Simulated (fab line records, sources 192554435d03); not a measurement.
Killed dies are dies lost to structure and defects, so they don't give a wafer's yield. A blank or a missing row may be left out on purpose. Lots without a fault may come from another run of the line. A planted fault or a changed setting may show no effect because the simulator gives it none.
fab line records | flow n5_finfet
record lots=4 wafers=12 last_day=16
route steps=1938 shown DUMMY_GATE@255 SPACER0@258 SD_EPI_N@262 BEOL_M4@1111
lots that met no fault: from a run of the same line without faults
start_h: hours from the record's first day to the start of the lot's first wafer shown | wait_h: hours since the lot's step before | " the same as in the row above | L1.1+2: a row that stands for several wafers | - no value, or no start given | * or withheld: withheld | < > ~ a bound
route shown NAME@n: a module of which the file shows steps, and the number in the route of the first | usual: mean/standard deviation of fault-free wafers | same: alike in all rows | chamber/n: place in a boat | sites: the reading at each site | _std_site: their standard deviation | _edge_site: outer sites' mean less inner sites' | radius_mm: how far each site lies from the wafer's centre | mask NAME#n: copy n | behind: the tool/chamber that last shaped the wafer | hold: why the lot was held/for how many hours/how that ended | device: the transistor (n, p or np) that didn't switch | end of line: the same wafers' tests at the end of the route | a step without rows: its recipe alone | killed: dies lost to structure and defects at the first sort, not the wafer's yield | map: a wafer's dies, x killed, . not, _ none there
set.NAME: the setting as run; set.NAME@STEP: as run at that earlier step | model.NAME: the simulator's own value behind a step, which no gauge read
lots at some steps of the route; a table a step, a row a wafer
services: from which hour (start_h, from the record's first day; less than 0 if before it) a tool's chamber was out of use, for how many hours, and why
## steps
# step N5_DUMMY_GATE_SRD_26
# recipe dry=ipa_marangoni time_s=30 temp_c=23 rinse_liquid=diw
# step N5_DUMMY_GATE_UV_OZONE_45
# recipe time_s=120 pressure_torr=760 temp_c=25
# step N5_SPACER0_ALD_07
# recipe material=SiNx target_thk_a=20 temp_c=400 ald_precursor_family=SiH2I2 ald_co_reactant=N2/H2-plasma pressure_torr=2
# step N5_SPACER0_ALD_00
# recipe material=SiOCN target_thk_a=35 temp_c=400 ald_precursor_family=alkyl-aminosilane ald_co_reactant=O2/N2-plasma pulse_time_s=3 purge_time_s=2 co_reactant_purge_time_s=2 ald_cycles=58 pressure_torr=2
# step N5_SPACER0_ALD_08
# recipe material=SiNx target_thk_a=20 temp_c=400 ald_precursor_family=SiH2I2 ald_co_reactant=N2/H2-plasma pressure_torr=2
# step N5_SD_EPI_N_COAT_32
# recipe resist=SOC temp_c=250 time_s=60 spin_rpm=1500 resist_thk_nm=350
# step N5_SD_EPI_N_COAT_33
# recipe resist=SiARC temp_c=220 time_s=60 spin_rpm=1500 resist_thk_nm=35
# step N5_SD_EPI_N_COAT_03
# recipe resist=CAR-ArF-block spin_rpm=1500 resist_thk_nm=150
# step N5_SD_EPI_N_EBR_05
# recipe solvent=PGMEA ebr_width_mm=1.5
# step N5_SD_EPI_N_SOFTBAKE_04
# recipe temp_c=110 time_s=60 resist=CAR-ArF-block
# step N5_SD_EPI_N_EXPOSE_06
# recipe mask_id=SD_N_BLK na=1.35 source_shape=conventional sigma_outer=0.8 polarization=unpolarized target_cd_nm=120 dose_mj=39.75
# usual exposure_dose_mJ_cm2=39.73/0.042 reticle_temp_C=23.02/0.11 stage_vel_mm_s=499.98/0.25
# same na=1.35
# columns lot.wafer tool chamber start_h wait_h mask exposure_dose_mJ_cm2 reticle_temp_C stage_vel_mm_s
L605.1 arfi_scanner-03 0 69.31 - SD_N_BLK#0 39.69 23.02 500.08
L605.3 " 0 " " SD_N_BLK#0 39.72 22.92 499.73
L605.6 " 0 " " SD_N_BLK#0 39.73 22.92 499.80
L606.2 arfi_scanner-03 0 72.69 - SD_N_BLK#0 36.65 22.99 499.64
L606.4 " 0 " " SD_N_BLK#0 36.67 22.91 500.11
L606.6 " 0 " " SD_N_BLK#0 36.64 23.03 500.01
L610.2 arfi_scanner-03 0 96.12 - SD_N_BLK#0 37.23 22.97 499.83
L610.5 " 0 " " SD_N_BLK#0 37.24 22.96 500.06
L610.6 " 0 " " SD_N_BLK#0 37.21 23.01 499.81
L622.2 arfi_scanner-01 0 169.06 - SD_N_BLK#0 39.74 22.76 500.31
L622.5 " 0 " " SD_N_BLK#0 39.78 22.89 500.34
L622.6 " 0 " " SD_N_BLK#0 39.70 22.87 499.91
# step N5_SD_EPI_N_PEB_07
# recipe peb_temp_c=110 peb_time_s=60 resist=CAR-ArF-block
# step N5_SD_EPI_N_DEVELOP_08
# recipe develop_time_s=30 developer=TMAH resist=CAR-ArF-block dev_temp_c=23 rinse_liquid=diw dry=air_spin
# step N5_SD_EPI_N_CD_MEAS_09
# recipe target_cd_nm=120 landing_energy_ev=500 detector=se_inlens
# usual cd_nm=119.7/0.56
# columns lot.wafer tool chamber start_h wait_h cd_nm
L605.1 cd_sem-03 0 69.44 - 120.3
L605.3 " 0 " " 120.4
L605.6 " 0 " " 120.1
L606.2 cd_sem-03 0 72.81 - 114.7
L606.4 " 0 " " 113.3
L606.6 " 0 " " 113.0
L610.2 cd_sem-03 0 96.24 - 116.4
L610.5 " 0 " " 116.4
L610.6 " 0 " " 116.2
L622.2 cd_sem-03 0 169.18 - 119.5
L622.5 " 0 " " 119.7
L622.6 " 0 " " 119.1
# step N5_SD_EPI_N_DESCUM_14
# recipe chemistry=O2 time_s=7.9 source_power_w=50 bias_power_w=20 pressure_mtorr=20 rf_frequency_hz=2.712e+07 temp_c=40 resist=CAR-ArF-block o2_flow_sccm=225
# usual drypump_motor_current_A=5.7/0.35 oes_product_au=0.79/0.1 rf_fwd_power_W=49.37/0.22 rf_vpp_V=243.1/1.3 showerhead_plenum_p_Torr=2.09/0.073 throttle_valve_pct=20.35/0.23
# columns lot.wafer tool chamber start_h wait_h drypump_motor_current_A oes_product_au rf_fwd_power_W rf_hours_counter_h rf_vpp_V showerhead_plenum_p_Torr throttle_valve_pct model.SD_EPI_N.cd_nm
L605.1 rie_diel-06 3 69.64 0.1 6.2 0.71 49.05 187 242.2 2.00 20.46 120.4
L605.3 " 2 " " 5.7 0.68 49.96 242 242.4 2.05 20.53 120
L605.6 " 3 " " 6.1 0.71 49.29 - 242.7 2.00 20.48 120
L606.2 rie_diel-06 0 72.89 0.0 5.3 0.88 49.35 22 245.8 2.24 20.32 114.4
L606.4 " 3 " " 6.1 0.72 49.27 189 242.7 1.99 20.48 113.4
L606.6 " 1 " " 5.6 0.76 49.27 - 243.8 2.10 20.23 113.4
L610.2 rie_diel-01 1 96.32 0.0 5.5 0.72 49.58 192 242.9 2.09 20.88 116.2
L610.5 " 1 " " 5.5 0.71 49.43 - 243.7 2.09 20.89 116.4
L610.6 " 0 " " 5.2 0.66 49.33 - 241.0 2.06 20.62 116
L622.2 rie_diel-06 3 169.29 0.1 6.2 0.69 49.07 227 241.2 1.98 20.53 119.4
L622.5 " 2 " " 5.7 0.92 49.69 - 243.8 2.04 20.15 -
L622.6 " 3 " " 6.2 0.70 49.04 - 241.4 1.98 20.54 119.2
# step N5_SD_EPI_N_ETCH_34
# recipe chemistry=CF4 target=SiARC target_depth_a=455 mask_material=CAR-ArF-block time_s=75.8 ion_energy_ev=80 pressure_mtorr=40 source_w=545 bias_w=36 Ar_flow_sccm=100 cf4_flow_sccm=100 ends=cleared
# step N5_SD_EPI_N_ETCH_35
# recipe chemistry=N2/H2 target=SOC overetch_a=1080 mask_material=SiARC temp_c=40 ion_energy_ev=100 source_w=3000 bias_w=133 pressure_mtorr=20 time_s=486 n2_flow_sccm=200 h2_flow_sccm=200
# step N5_SD_EPI_N_STRIP_36
# recipe chemistry=N2/H2 temp_c=40 n2_flow_sccm=200 h2_flow_sccm=200 rf_frequency_hz=6e+07
# step N5_SD_EPI_N_ETCHBACK_44
# recipe chemistry=CH3F/O2 mode=anisotropic_etchback target=SiNx target_depth_a=145 stop_on=SiO2 over_etch_frac=0.3 ion_energy_ev=120 pressure_mtorr=30 source_w=395 bias_w=73 Ar_flow_sccm=150 CH3F_flow_sccm=30 O2_flow_sccm=20
# step N5_SD_EPI_N_ETCH_45
# recipe chemistry=CH3F/O2 target=SiOCN target_depth_a=60 mask_material=SOC ion_energy_ev=60 bias_w=29 pressure_mtorr=15 source_w=410 Ar_flow_sccm=150 CH3F_flow_sccm=30 O2_flow_sccm=20
# step N5_SD_EPI_N_ETCH_16
# recipe chemistry=CHF3/O2 target=SiO2 target_depth_a=50 mask_material=SOC pressure_mtorr=30 source_w=650 bias_w=170 Ar_flow_sccm=200 CHF3_flow_sccm=50 O2_flow_sccm=5 ion_energy_ev=200
# step N5_SD_EPI_N_STRIP_47
# recipe chemistry=CHF3/O2 resist=SiARC rf_frequency_hz=6e+07
# step N5_SD_EPI_N_SD_RECESS_17
# recipe chemistry=HBr/Cl2/O2 target_depth_a=410 mask_material=SOC time_s=23.7 bt_time_s=3 pressure_mtorr=10 icp_w=800 bias_w=112 HBr_flow_sccm=150 Cl2_flow_sccm=80 O2_flow_sccm=12
# usual drypump_motor_current_A=5.8/0.43 oes_product_au=1.001/0.019 rf_fwd_power_W=795.5/2.4 throttle_valve_pct=37.21/0.19
# columns lot.wafer tool chamber start_h wait_h drypump_motor_current_A oes_product_au rf_fwd_power_W rf_hours_counter_h throttle_valve_pct model.SD_EPI_N.cd_nm
L605.1 rie_si-03 0 70.33 0.0 6.3 0.994 797.8 108 37.37 120.8
L605.3 " 2 " " 5.9 1.001 797.0 20 37.13 121
L605.6 " 2 " " 5.9 1.007 797.2 - 37.13 120.2
L606.2 rie_si-03 3 73.58 0.0 5.3 1.011 796.2 7 37.15 115.2
L606.4 " 1 " " 6.1 1.025 792.3 66 37.32 113.6
L606.6 " 0 " " 6.3 0.995 802.5 - 37.38 113.8
L610.2 rie_si-03 0 97.01 0.0 6.3 0.996 799.2 108 37.39 115.6
L610.5 " 0 " " 6.3 0.998 803.7 - 37.38 116.2
L610.6 " 1 " " 6.1 1.035 799.0 - 37.31 114.8
L622.2 rie_si-03 2 169.98 0.0 5.9 0.992 796.9 22 37.15 121.4
L622.5 " 3 " " 5.3 1.001 796.2 - 37.12 121.8
L622.6 " 0 " " 6.3 0.997 799.8 - 37.40 120
# step N5_SD_EPI_N_STRIP_38
# recipe chemistry=N2/H2 power_w=1000 temp_c=250 h2_frac=0.65 overash_fraction=0.3 pressure_mtorr=withheld n2_flow_sccm=1750 h2_flow_sccm=3250
# step N5_BEOL_M4_RC_MEAS_101
# usual DIBL_N=36.1/1.3 DIBL_P=36.1/1.7 IOFF_N=0.154/0.022 IOFF_P=0.201/0.024 ION_N=675/8.9 ION_P=462/5.9 SS_N=71.5/0.49 SS_P=73.3/0.58 VT_N=250.0/2.7 VT_P=-251.3/2.7
# columns lot.wafer tool chamber start_h wait_h DIBL_N[mV/V] DIBL_P[mV/V] IOFF_N[nA/um] IOFF_P[nA/um] ION_N[uA/um] ION_P[uA/um] SS_N[mV/dec] SS_P[mV/dec] VT_N[mV] VT_P[mV]
L606.2 prober-01 0 187.70 0.2 37.1 38.5 0.202 0.253 691 470 71.3 73.7 244.6 -247.1
L606.4 " 0 " " 34.2 35.0 0.140 0.193 679 466 71.2 73.2 252.5 -251.1
L606.6 " 0 " " 34.3 35.0 0.144 0.188 676 458 70.8 72.9 249.4 -250.9
L605.1 prober-02 0 189.12 0.0 39.8 39.6 0.225 0.269 701 472 71.8 74.1 244.5 -248.1
L605.3 " 0 " " 36.3 35.8 0.148 0.202 683 466 71.1 72.7 251.8 -251.0
L605.6 " 0 " " 36.0 35.2 0.142 0.191 670 461 71.0 73.5 251.2 -250.9
L610.2 prober-01 0 227.49 0.2 36.2 35.9 0.140 0.199 674 466 71.3 73.0 251.9 -250.8
L610.5 " 0 " " 37.7 37.7 0.166 0.228 672 462 71.9 72.8 248.0 -247.1
L610.6 " 0 " " 36.3 36.3 0.138 0.198 670 463 71.5 73.1 252.1 -248.9
L622.2 prober-02 0 293.39 0.2 37.9 37.6 0.178 0.213 681 469 72.2 75.4 248.2 -253.5
L622.5 " 0 " " 38.3 37.9 0.198 0.227 680 464 71.4 74.3 246.3 -250.5
L622.6 " 0 " " 37.7 37.8 0.175 0.215 687 464 71.9 74.3 247.6 -253.0
## services
# columns tool chamber start_h hours kind
arfi_scanner-03 0 46.56 - calibration
arfi_scanner-01 - 60.36 2.2 repair
arfi_scanner-01 - 71.81 1.3 pm
arfi_scanner-03 - 76.69 4.9 pm
arfi_scanner-01 - 90.61 8.0 pm
arfi_scanner-03 - 99.76 1.3 pm
rie_si-03 0 111.40 7.7 repair
rie_diel-06 2 112.37 4.9 repair
rie_diel-01 3 112.40 - clean
rie_diel-01 3 112.40 - consumable_replace:focus_ring
rie_diel-01 3 112.40 41.4 scheduled_down
arfi_scanner-01 - 113.50 3.9 pm
rie_diel-06 2 117.46 - clean
rie_diel-06 2 117.46 - consumable_replace:focus_ring
rie_diel-06 2 117.46 14.7 scheduled_down
rie_diel-06 2 117.46 14.7 vent_cycle
rie_diel-01 0 119.86 2.2 repair
arfi_scanner-03 - 121.81 3.0 pm
arfi_scanner-01 - 124.34 1.0 pm
rie_si-03 3 124.96 6.3 repair
rie_si-03 2 136.06 10.6 repair
arfi_scanner-03 - 139.97 1.0 pm
arfi_scanner-03 - 145.87 79.5 repair
rie_diel-06 1 164.44 9.9 repair
## key
first_sign step=N5_SD_EPI_N_EXPOSE_06 reading=exposure_dose_mJ_cm2 direction=down sigmas=66 usual=39.73 struck=36.94
effect step=N5_SD_EPI_N_CD_MEAS_09 reading=cd_nm direction=down sigmas=8.3 usual=119.7 struck=115.0 through=control_loop
model_effect step=N5_SD_EPI_N_DESCUM_14 value=SD_EPI_N.cd_nm without=119.9 struck=115
model_effect step=N5_SD_EPI_N_SD_RECESS_17 value=SD_EPI_N.cd_nm without=119.7 struck=114.9
met_at N5_SD_EPI_N_EXPOSE_06
struck_wafers L606.2,L606.4,L606.6,L610.2,L610.5,L610.6
rows_end L610.2,L610.5,L610.6
loop_trim step=N5_SD_EPI_N_EXPOSE_06 setting=dose lots=L610
onset_between 69.31 72.69
fault kind=process_parameter_drift tool=arfi_scanner-03 chamber=- onset_h=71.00 steps=N5_SD_EPI_N_EXPOSE_06 channel=dose_mj offset=-3.0603 shape=step acts_in=these_recipes_only stated=39.75
# rows_end: these wafers met a further fault down the route, and their rows from its step on are left out
# loop_trim: a control loop set the setting to another value than it would have without faults
